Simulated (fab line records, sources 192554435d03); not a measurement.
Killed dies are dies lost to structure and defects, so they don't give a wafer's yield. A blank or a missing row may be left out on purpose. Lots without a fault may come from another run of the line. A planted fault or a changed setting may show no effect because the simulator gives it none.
Which tool did it? | flow n5_finfet | 10 lots, 27 wafers sampled, at 2 steps of a route of 1938

WHAT THE GAUGES READ, wafer by wafer
N5_BEOL_M5_OCD_MEAS_38.
lot  | measured     | on     | trench_depth_nm (nm)
L991 | day 7 23:56  | ocd-02 | 72.2 69.1
L994 | day 8 17:22  | ocd-02 | 70.5 73.9 69.7
L999 | day 10 22:01 | ocd-01 | 71.1 74.0 71.4
L102 | day 11 22:47 | ocd-02 | 62.3 63.2 64.7
L105 | day 12 09:37 | ocd-01 | 70.9 71.0 68.5
L104 | day 12 16:35 | ocd-02 | 63.5 64.1 64.0
L107 | day 13 01:21 | ocd-02 | 70.7 70.2 72.4
L106 | day 13 01:44 | ocd-02 | 69.5 70.7 69.7
L110 | day 14 02:06 | ocd-01 | 69.6 77.3
L114 | day 14 08:49 | ocd-01 | 69.8 71.0

WHICH TOOL RAN EACH LOT (tool, then ch and the chambers of the sampled wafers, then the start)
lot  | N5_BEOL_M5_TRENCH_ETCH_37
L991 | rie_diel-03 ch 0,2, day 7 23:47
L994 | rie_diel-02 ch 0,1, day 8 17:12
L999 | rie_diel-03 ch 1,2,3, day 10 21:52
L102 | rie_diel-03 ch 0,2,3, day 11 22:38
L105 | rie_diel-01 ch 0,2,3, day 12 09:27
L104 | rie_diel-03 ch 0,1, day 12 16:26
L107 | rie_diel-01 ch 1,2, day 13 01:11
L106 | rie_diel-01 ch 0,1,3, day 13 01:35
L110 | rie_diel-02 ch 2,3, day 14 01:56
L114 | rie_diel-01 ch 0,1, day 14 08:40
- N5_BEOL_M5_TRENCH_ETCH_37: etches SiCOH lowk in C4F6/O2, target depth 71.652 nm, time 24.7 s.

THE ANSWER, worked out from the rows above alone
Rule: what is usual is taken from the lots themselves. Put in order of their means at a reading, lots are off if they are a third of the lots or fewer, leave a main group of 4 or more, and stand apart from it by a gap of 3 or more times the standard deviation of the main group's means; of several such gaps the widest counts. A main group whose means are all the same, to the digits that the tables above print for the reading, isn't used. A lot without any number at a reading at which 4 lots or more have one is off too. The other lots that the step has rows for count as sound.
Off: L102, L104, at N5_BEOL_M5_OCD_MEAS_38 (trench_depth_nm). The main group: mean 71.2 nm, standard deviation 1.1.
A tool fits if, at a process step before that reading, it ran every lot that is off, and no sound lot after the first of them. The gauges at N5_BEOL_M5_OCD_MEAS_38 are tried like those tools. One fits: rie_diel-03 at N5_BEOL_M5_TRENCH_ETCH_37. Its last sound lot is L999 (day 10 21:52), its first lot that is off L102 (day 11 22:38): a fault that began between those two fits.

WHAT THE SIMULATOR HAD PUT IN
Process parameter drift: rie_diel-03, from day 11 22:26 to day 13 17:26, at N5_BEOL_M5_TRENCH_ETCH_37. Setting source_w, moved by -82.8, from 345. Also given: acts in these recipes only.
Lots struck among those shown: L102, L104. The rule above found the same.
